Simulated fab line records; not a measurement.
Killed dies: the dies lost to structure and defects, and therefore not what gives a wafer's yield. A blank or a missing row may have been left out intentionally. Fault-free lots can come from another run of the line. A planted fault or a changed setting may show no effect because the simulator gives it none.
The tool behind it: which one? | flow nand harc | 24 lots, 72 wafers sampled, at 6 steps of a route of 1159

WHAT EACH GAUGE READ, for each wafer
Not one reading of a measure or inspect step in the record can be checked against a usual standard deviation.

WHICH TOOL RAN EACH LOT (tool, then ch and the chambers of the sampled wafers, then the start)
lot  | NHARC_A_CONTACT_ETCH_91            | NHARC_A_CONTACT_STRIP_82                      | NHARC_A_CONTACT_DEP_85          | NHARC_A_CONTACT_ETCH_31                       | NHARC_A_CONTACT_ETCH_135             | NHARC_A_CONTACT_ETCH_138
L074 | rie diel-12 ch 1,2,3, day 16 16:14 | rie diel-02 ch 2,3, day 16 19:38 or earlier   | pecvd-02 ch 0,2, day 16 19:38   | rie diel-01 ch 0,2,3, day 16 21:44 or earlier | har cap etch-02 ch 0,1, day 16 21:44 | har cap etch-02 ch 0,1, day 16 22:06
L077 | rie diel-01 ch 0,1, day 17 02:25   | rie diel-01 ch 0,2,3, day 17 04:58 or earlier | pecvd-01 ch 0,2, day 17 04:58   | rie diel-01 ch 0,1,2, day 17 07:08 or earlier | har cap etch-03 ch 0,1, day 17 07:08 | har cap etch-03 ch 0,1, day 17 07:37
L075 | rie diel-01 ch 0,2,3, day 17 04:25 | rie diel-12 ch 0,1,2, day 17 06:51 or earlier | pecvd-03 ch 0,1, day 17 06:51   | rie diel-01 ch 0,1,2, day 17 08:50 or earlier | har cap etch-01 ch 0,1, day 17 08:50 | har cap etch-01 ch 0,1, day 17 09:12
L076 | rie diel-02 ch 1,2,3, day 17 09:20 | rie diel-02 ch 0,1,2, day 17 15:02 or earlier | pecvd-01 ch 1,2, day 17 15:02   | rie diel-01 ch 0,1,2, day 17 17:11 or earlier | har cap etch-02 ch 0,1, day 17 17:11 | har cap etch-02 ch 0,1, day 17 17:33
L078 | rie diel-01 ch 0,2,3, day 17 12:19 | rie diel-01 ch 0,1,3, day 17 16:47 or earlier | pecvd-03 ch 0,1, day 17 16:47   | rie diel-01 ch 0,1,3, day 17 18:56 or earlier | har cap etch-01 ch 0,1, day 17 18:56 | har cap etch-01 ch 0,1, day 17 19:18
L080 | rie diel-02 ch 0,2,3, day 18 05:35 | rie diel-01 ch 2,3, day 18 11:26 or earlier   | pecvd-03 ch 0,1,2, day 18 11:26 | rie diel-01 ch 0,1,2, day 18 13:36 or earlier | har cap etch-01 ch 0,1, day 18 13:36 | har cap etch-01 ch 0,1, day 18 14:06
L079 | rie diel-01 ch 0,1,3, day 18 07:34 | rie diel-12 ch 1,3, day 18 14:27 or earlier   | pecvd-03 ch 0,1,2, day 18 14:27 | rie diel-12 ch 2,3, day 18 23:25 or earlier   | har cap etch-03 ch 0,1, day 18 23:25 | har cap etch-03 ch 0,1, day 18 23:47
L081 | rie diel-01 ch 0,3, day 18 19:55   | rie diel-01 ch 0,1, day 18 22:31 or earlier   | pecvd-03 ch 0,1,2, day 18 22:31 | rie diel-02 ch 0,1,3, day 19 00:34 or earlier | har cap etch-01 ch 0,1, day 19 00:34 | har cap etch-01 ch 0,1, day 19 00:56
L083 | rie diel-01 ch 0,2,3, day 18 22:04 | rie diel-01 ch 0,2,3, day 19 00:49 or earlier | pecvd-03 ch 0,1,2, day 19 00:49 | rie diel-02 ch 1,2,3, day 19 02:57 or earlier | har cap etch-03 ch 0,1, day 19 02:57 | har cap etch-03 ch 0,1, day 19 03:19
L084 | rie diel-01 ch 2,3, day 19 07:10   | rie diel-01 ch 1,3, day 19 11:04 or earlier   | pecvd-03 ch 0,1, day 19 11:04   | rie diel-01 ch 1,3, day 19 13:01 or earlier   | har cap etch-02 ch 0,1, day 19 13:01 | har cap etch-02 ch 0,1, day 19 13:23
L082 | rie diel-01 ch 1,2,3, day 19 08:26 | rie diel-01 ch 0,1,2, day 19 11:55 or earlier | pecvd-01 ch 1,2, day 19 11:55   | rie diel-02 ch 1,2,3, day 19 14:00 or earlier | har cap etch-01 ch 0,1, day 19 14:00 | har cap etch-01 ch 0,1, day 19 14:22
L087 | rie diel-12 ch 2,3, day 19 21:20   | rie diel-01 ch 0,2,3, day 20 00:14 or earlier | pecvd-02 ch 0,1, day 20 00:14   | rie diel-01 ch 0,2, day 20 02:26 or earlier   | har cap etch-02 ch 0,1, day 20 02:26 | har cap etch-02 ch 0,1, day 20 02:49
L085 | rie diel-01 ch 1,2, day 19 23:31   | rie diel-01 ch 1,2,3, day 20 02:14 or earlier | pecvd-03 ch 0,1, day 20 02:14   | rie diel-01 ch 1,2, day 20 04:24 or earlier   | har cap etch-01 ch 0,1, day 20 04:24 | har cap etch-01 ch 0,1, day 20 04:46
L089 | rie diel-01 ch 0,1,3, day 20 02:59 | rie diel-12 ch 0,1,3, day 20 07:05 or earlier | pecvd-02 ch 0,2, day 20 07:05   | rie diel-01 ch 1,3, day 20 09:08 or earlier   | har cap etch-01 ch 0,1, day 20 09:08 | har cap etch-01 ch 0,1, day 20 09:30
L086 | rie diel-01 ch 0,1,2, day 20 06:31 | rie diel-01 ch 0,2,3, day 20 08:56 or earlier | pecvd-03 ch 1,2, day 20 08:56   | rie diel-01 ch 0,1,3, day 20 11:10 or earlier | har cap etch-01 ch 0,1, day 20 11:10 | har cap etch-01 ch 0,1, day 20 11:31
L090 | rie diel-01 ch 0,2,3, day 20 17:50 | rie diel-01 ch 1,2, day 20 22:43 or earlier   | pecvd-01 ch 1,2, day 20 22:43   | rie diel-12 ch 0,3, day 21 00:40 or earlier   | har cap etch-03 ch 0,1, day 21 00:40 | har cap etch-03 ch 0,1, day 21 01:02
L088 | rie diel-12 ch 0,1,3, day 20 19:34 | rie diel-12 ch 1,2,3, day 20 23:56 or earlier | pecvd-01 ch 1,2, day 20 23:56   | rie diel-12 ch 1,3, day 21 02:01 or earlier   | har cap etch-01 ch 0,1, day 21 02:01 | har cap etch-01 ch 0,1, day 21 02:22
L091 | rie diel-02 ch 0,2,3, day 21 07:30 | rie diel-01 ch 0,1,3, day 21 11:44 or earlier | pecvd-03 ch 0,2, day 21 11:44   | rie diel-12 ch 0,1, day 21 13:51 or earlier   | har cap etch-02 ch 0,1, day 21 13:51 | har cap etch-02 ch 0,1, day 21 14:13
L092 | rie diel-01 ch 1,3, day 21 09:32   | rie diel-01 ch 1,3, day 21 12:06 or earlier   | pecvd-03 ch 0,1, day 21 12:06   | rie diel-02 ch 0,1,2, day 21 14:14 or earlier | har cap etch-03 ch 0,1, day 21 14:14 | har cap etch-03 ch 0,1, day 21 14:35
L094 | rie diel-01 ch 1,2,3, day 21 23:17 | rie diel-01 ch 1,2,3, day 22 02:57 or earlier | pecvd-02 ch 0,1,2, day 22 02:57 | rie diel-12 ch 0,1,3, day 22 05:04 or earlier | har cap etch-03 ch 0,1, day 22 05:04 | har cap etch-03 ch 0,1, day 22 05:26
L093 | rie diel-12 ch 0,1,2, day 22 02:43 | rie diel-01 ch 0,1, day 22 05:20 or earlier   | pecvd-01 ch 0,1,2, day 22 05:20 | rie diel-01 ch 0,2, day 22 07:47 or earlier   | har cap etch-02 ch 0,1, day 22 07:47 | har cap etch-02 ch 0,1, day 22 08:16
L095 | rie diel-01 ch 1,2, day 22 04:49   | rie diel-01 ch 1,2, day 22 07:15 or earlier   | pecvd-03 ch 1,2, day 22 07:15   | rie diel-12 ch 0,1,3, day 22 09:26 or earlier | har cap etch-01 ch 1, day 22 09:26   | har cap etch-01 ch 1, day 22 09:48
L096 | rie diel-12 ch 0,2,3, day 23 00:41 | rie diel-02 ch 0,3, day 23 06:31 or earlier   | pecvd-02 ch 0,2, day 23 06:31   | rie diel-01 ch 2,3, day 23 08:31 or earlier   | har cap etch-01 ch 0,1, day 23 08:31 | har cap etch-01 ch 0,1, day 23 08:53
L097 | rie diel-02 ch 1,2,3, day 23 15:08 | rie diel-02 ch 0,3, day 23 22:41 or earlier   | pecvd-03 ch 1,2, day 23 22:41   | rie diel-01 ch 0,1, day 24 01:11 or earlier   | har cap etch-01 ch 0,1, day 24 01:11 | har cap etch-01 ch 0,1, day 24 01:32
- NHARC_A_CONTACT_ETCH_91: etches the open film in CH3F/O2, target depth 40 nm, time 85.7 s.
- NHARC_A_CONTACT_STRIP_82: strips in O2.
- NHARC_A_CONTACT_DEP_85: deposits SiON, target thk 50 nm.
- NHARC_A_CONTACT_ETCH_31: etches the open film in O2/COS, target depth 2000 nm, time 520 s.
- NHARC_A_CONTACT_ETCH_135: etches the open film in C4F8/O2/Ar, time 132 s, target depth 1287 nm.
- NHARC_A_CONTACT_ETCH_138: etches the open film in C4F8/O2/Ar, time 132 s, target depth 1289 nm.

AS READ BY THE TOOLS THEMSELVES (means over the sampled wafers that have a number; for cases with no such wafer, the mark the record gives instead)
NHARC_A_CONTACT_ETCH_91. Usual: drypump motor current A 5.8 A, standard deviation 0.48; mfc ar sccm 200.0 sccm, standard deviation 0.57; oes product au 0.94 a.u., standard deviation 0.032; rf vpp V 243.9 V, standard deviation 1.4; showerhead plenum p Torr 2.44 Torr, standard deviation 0.085; throttle valve pct 20.662 %, standard deviation 0.0085.
lot  | tool        | drypump motor current A (A) | mfc ar sccm (sccm) | oes product au (a.u.) | rf vpp V (V) | showerhead plenum p Torr (Torr) | throttle valve pct (%) | flag
L074 | rie diel-12 | 5.6                         | 200.5              | 0.92                  | 243.4        | 2.40                            | 20.658                 |
L077 | rie diel-01 | 5.6                         | 199.6              | 0.92                  | 243.7        | 2.47                            | 20.665                 |
L075 | rie diel-01 | 5.6                         | 199.4              | 0.93                  | 243.2        | 2.40                            | 20.667                 |
L076 | rie diel-02 | 6.1                         | 200.6              | 0.93                  | 245.4        | 2.53                            | 20.656                 |
L078 | rie diel-01 | 5.7                         | 199.5              | 0.93                  | 244.1        | 2.40                            | 20.667                 |
L080 | rie diel-02 | 6.0                         | 200.1              | 0.93                  | 244.8        | 2.52                            | 20.658                 |
L079 | rie diel-01 | 5.8                         | 199.6              | 0.92                  | 244.3        | 2.46                            | 20.664                 |
L081 | rie diel-01 | 6.0                         | 200.2              | 0.92                  | 242.6        | 2.40                            | 20.655                 |
L083 | rie diel-01 | 5.7                         | 200.4              | 0.93                  | 244.4        | 2.40                            | 20.655                 |
L084 | rie diel-01 | 5.8                         | 200.0              | 0.92                  | 243.0        | 2.38                            | 20.668                 |
L082 | rie diel-01 | 5.6                         | 200.0              | 1.00                  | 243.7        | 2.44                            | 20.655                 |
L087 | rie diel-12 | 5.7                         | 200.2              | 0.99                  | 242.8        | 2.34                            | 20.668                 |
L085 | rie diel-01 | 5.2                         | 200.1              | 0.93                  | 243.3        | 2.43                            | 20.660                 |
L089 | rie diel-01 | 5.8                         | 199.4              | 0.93                  | 244.8        | 2.45                            | 20.660                 |
L086 | rie diel-01 | 5.4                         | 200.1              | 0.93                  | 244.2        | 2.45                            | 20.656                 |
L090 | rie diel-01 | 5.7                         | 199.9              | 0.93                  | 243.4        | 2.39                            | 20.668                 |
L088 | rie diel-12 | 6.0                         | 200.2              | 0.93                  | 244.0        | 2.42                            | 20.664                 |
L091 | rie diel-02 | 6.0                         | 200.0              | 0.91                  | 244.4        | 2.51                            | 20.657                 |
L092 | rie diel-01 | 5.9                         | 199.6              | 0.92                  | 244.4        | 2.44                            | 20.668                 |
L094 | rie diel-01 | 5.6                         | 200.2              | 1.01                  | 242.7        | 2.43                            | 20.667                 |
L093 | rie diel-12 | 5.9                         | 200.3              | 1.00                  | 243.9        | 2.40                            | 20.664                 |
L095 | rie diel-01 | 5.3                         | 200.6              | 0.93                  | 244.6        | 2.49                            | 20.661                 |
L096 | rie diel-12 | 6.1                         | 200.0              | 0.92                  | 243.2        | 2.36                            | 20.655                 |
L097 | rie diel-02 | 6.1                         | 199.9              | 0.99                  | 244.5        | 2.51                            | 20.669                 |

NHARC_A_CONTACT_STRIP_82. Usual: drypump motor current A 5.7 A, standard deviation 0.47; mfc ar sccm 0.009 sccm, standard deviation 0.0098; oes product au 1.002 a.u., standard deviation 0.011; rf vpp V 57.7 V, standard deviation 0.95; showerhead plenum p Torr 3.50 Torr, standard deviation 0.12; throttle valve pct 17.037 %, standard deviation 0.0096.
lot  | tool        | drypump motor current A (A) | mfc ar sccm (sccm) | oes product au (a.u.) | rf vpp V (V) | showerhead plenum p Torr (Torr) | throttle valve pct (%) | flag
L074 | rie diel-02 | 5.9                         | 0.018              | 0.996                 | 58.8         | 3.70                            | 17.035                 |
L077 | rie diel-01 | 5.7                         | 0.002              | 1.007                 | 58.2         | 3.44                            | 17.032                 |
L075 | rie diel-12 | 5.9                         | 0.016              | 1.002                 | 57.8         | 3.47                            | 17.030                 |
L076 | rie diel-02 | 6.2                         | 0.022              | 0.994                 | 58.1         | 3.56                            | 17.038                 |
L078 | rie diel-01 | 5.8                         | 0.006              | 1.000                 | 57.6         | 3.53                            | 17.030                 |
L080 | rie diel-01 | 5.5                         | 0.002              | 1.005                 | 57.1         | 3.42                            | 17.033                 |
L079 | rie diel-12 | 5.7                         | 0.017              | 1.012                 | 58.6         | 3.46                            | 17.033                 |
L081 | rie diel-01 | 5.6                         | 0.004              | 1.000                 | 57.4         | 3.55                            | 17.034                 |
L083 | rie diel-01 | 5.7                         | 0.002              | 1.004                 | 57.0         | 3.44                            | 17.049                 |
L084 | rie diel-01 | 5.7                         | 0.011              | 0.994                 | 57.3         | 3.58                            | 17.035                 |
L082 | rie diel-01 | 5.4                         | 0.004              | 1.007                 | 57.8         | 3.52                            | 17.031                 |
L087 | rie diel-01 | 5.7                         | 0.002              | 1.001                 | 57.8         | 3.44                            | 17.041                 |
L085 | rie diel-01 | 5.6                         | 0.006              | 1.003                 | 57.7         | 3.50                            | 17.038                 |
L089 | rie diel-12 | 6.0                         | 0.022              | 1.007                 | 57.9         | 3.47                            | 17.028                 |
L086 | rie diel-01 | 5.7                         | 0.002              | 1.004                 | 57.2         | 3.44                            | 17.039                 |
L090 | rie diel-01 | 5.2                         | 0.004              | 1.017                 | 57.4         | 3.49                            | 17.043                 |
L088 | rie diel-12 | 5.6                         | 0.012              | 1.008                 | 57.7         | 3.43                            | 17.045                 |
L091 | rie diel-01 | 5.8                         | 0.006              | 1.002                 | 58.1         | 3.52                            | 17.035                 |
L092 | rie diel-01 | 5.7                         | 0.011              | 0.996                 | 57.9         | 3.58                            | 17.032                 |
L094 | rie diel-01 | 5.6                         | 0.006              | 1.006                 | 57.7         | 3.49                            | 17.035                 |
L093 | rie diel-01 | 5.5                         | 0.009              | 1.007                 | 58.5         | 3.60                            | 17.039                 |
L095 | rie diel-01 | 5.3                         | 0.009              | 1.016                 | 58.3         | 3.58                            | 17.043                 |
L096 | rie diel-02 | 6.4                         | 0.024              | 0.982                 | 57.4         | 3.47                            | 17.036                 |
L097 | rie diel-02 | 6.2                         | 0.024              | 0.988                 | 57.5         | 3.54                            | 17.031                 |

NHARC_A_CONTACT_DEP_85. Usual: heater power w 705 W, standard deviation 66; susceptor temp C 400.03 C, standard deviation 0.19.
lot  | tool     | heater power w (W) | susceptor temp C (C) | flag
L074 | pecvd-02 | 695                | 399.86               |
L077 | pecvd-01 | 790                | 399.83               |
L075 | pecvd-03 | 727                | 400.02               |
L076 | pecvd-01 | 754                | 400.00               |
L078 | pecvd-03 | 664                | 400.10               |
L080 | pecvd-03 | 696                | 400.03               |
L079 | pecvd-03 | 648                | 400.15               |
L081 | pecvd-03 | 699                | 400.00               |
L083 | pecvd-03 | 682                | 400.07               |
L084 | pecvd-03 | 760                | 400.10               |
L082 | pecvd-01 | 771                | 399.93               |
L087 | pecvd-02 | 765                | 400.14               |
L085 | pecvd-03 | 655                | 400.03               |
L089 | pecvd-02 | 631                | 400.06               |
L086 | pecvd-03 | 699                | 399.98               |
L090 | pecvd-01 | 803                | 399.92               |
L088 | pecvd-01 | 779                | 400.03               |
L091 | pecvd-03 | 700                | 399.99               |
L092 | pecvd-03 | 670                | 399.93               |
L094 | pecvd-02 | 652                | 400.08               |
L093 | pecvd-01 | 687                | 400.18               |
L095 | pecvd-03 | 647                | 400.21               |
L096 | pecvd-02 | 741                | 399.92               |
L097 | pecvd-03 | 707                | 399.91               |

NHARC_A_CONTACT_ETCH_31. Usual: drypump motor current A 5.7 A, standard deviation 0.5; mfc ar sccm 0.011 sccm, standard deviation 0.01; oes product au 1.002 a.u., standard deviation 0.01; rf vpp V 313.8 V, standard deviation 2; showerhead plenum p Torr 3.10 Torr, standard deviation 0.11; throttle valve pct 28.330 %, standard deviation 0.0094.
lot  | tool        | drypump motor current A (A) | mfc ar sccm (sccm) | oes product au (a.u.) | rf vpp V (V) | showerhead plenum p Torr (Torr) | throttle valve pct (%) | flag
L074 | rie diel-01 | 5.7                         | 0.002              | 0.998                 | 312.8        | 3.05                            | 28.335                 |
L077 | rie diel-01 | 5.4                         | 0.004              | 1.004                 | 314.0        | 3.12                            | 28.329                 |
L075 | rie diel-01 | 5.4                         | 0.004              | 1.001                 | 313.9        | 3.12                            | 28.322                 |
L076 | rie diel-01 | 5.4                         | 0.004              | 1.003                 | 314.4        | 3.12                            | 28.332                 |
L078 | rie diel-01 | 5.8                         | 0.006              | 0.993                 | 313.7        | 3.12                            | 28.327                 |
L080 | rie diel-01 | 5.4                         | 0.004              | 1.010                 | 313.9        | 3.12                            | 28.327                 |
L079 | rie diel-12 | 5.7                         | 0.005              | 0.990                 | 311.7        | 2.98                            | 28.325                 |
L081 | rie diel-02 | 6.5                         | 0.028              | 0.993                 | 313.5        | 3.10                            | 28.334                 |
L083 | rie diel-02 | 6.1                         | 0.022              | 1.000                 | 315.2        | 3.21                            | 28.332                 |
L084 | rie diel-01 | 5.7                         | 0.011              | 0.996                 | 314.4        | 3.17                            | 28.336                 |
L082 | rie diel-02 | 6.1                         | 0.022              | 0.994                 | 315.5        | 3.20                            | 28.323                 |
L087 | rie diel-01 | 5.4                         | 0.000              | 1.010                 | 313.0        | 3.06                            | 28.327                 |
L085 | rie diel-01 | 5.2                         | 0.004              | 1.004                 | 313.5        | 3.09                            | 28.328                 |
L089 | rie diel-01 | 5.7                         | 0.011              | 1.002                 | 315.3        | 3.17                            | 28.331                 |
L086 | rie diel-01 | 5.8                         | 0.006              | 1.002                 | 313.2        | 3.11                            | 28.333                 |
L090 | rie diel-12 | 6.4                         | 0.025              | 1.007                 | 312.1        | 3.04                            | 28.329                 |
L088 | rie diel-12 | 5.5                         | 0.018              | 1.014                 | 314.4        | 3.10                            | 28.337                 |
L091 | rie diel-12 | 6.3                         | 0.026              | 1.019                 | 313.1        | 3.08                            | 28.331                 |
L092 | rie diel-02 | 6.2                         | 0.022              | 0.998                 | 314.4        | 3.13                            | 28.332                 |
L094 | rie diel-12 | 6.0                         | 0.022              | 1.012                 | 313.6        | 3.06                            | 28.335                 |
L093 | rie diel-01 | 5.5                         | 0.000              | 1.013                 | 312.8        | 3.06                            | 28.324                 |
L095 | rie diel-12 | 6.0                         | 0.022              | 1.004                 | 314.3        | 3.06                            | 28.332                 |
L096 | rie diel-01 | 5.5                         | 0.002              | 1.009                 | 312.8        | 3.01                            | 28.329                 |
L097 | rie diel-01 | 5.6                         | 0.004              | 1.001                 | 314.1        | 3.13                            | 28.324                 |

THE ANSWER, worked out from the rows above alone
Rule: a lot counts as off when the mean over its wafers that have a number is more than 3 standard deviations away from the usual mean. Also off: a lot with no number at a reading for which 4 or more lots have one. Where the step has rows for the other lots, those lots are counted as sound. The gauges are gone through in route order, then the tools' own readings, and for those a lot's mean is taken as printed above. At the first step where some lot is off, the reading lying furthest off is the one used; lots without a number count as furthest.
Across all readings shown, no lot is off: no conclusion can be drawn from this.

WHAT THE SIMULATOR PUT IN
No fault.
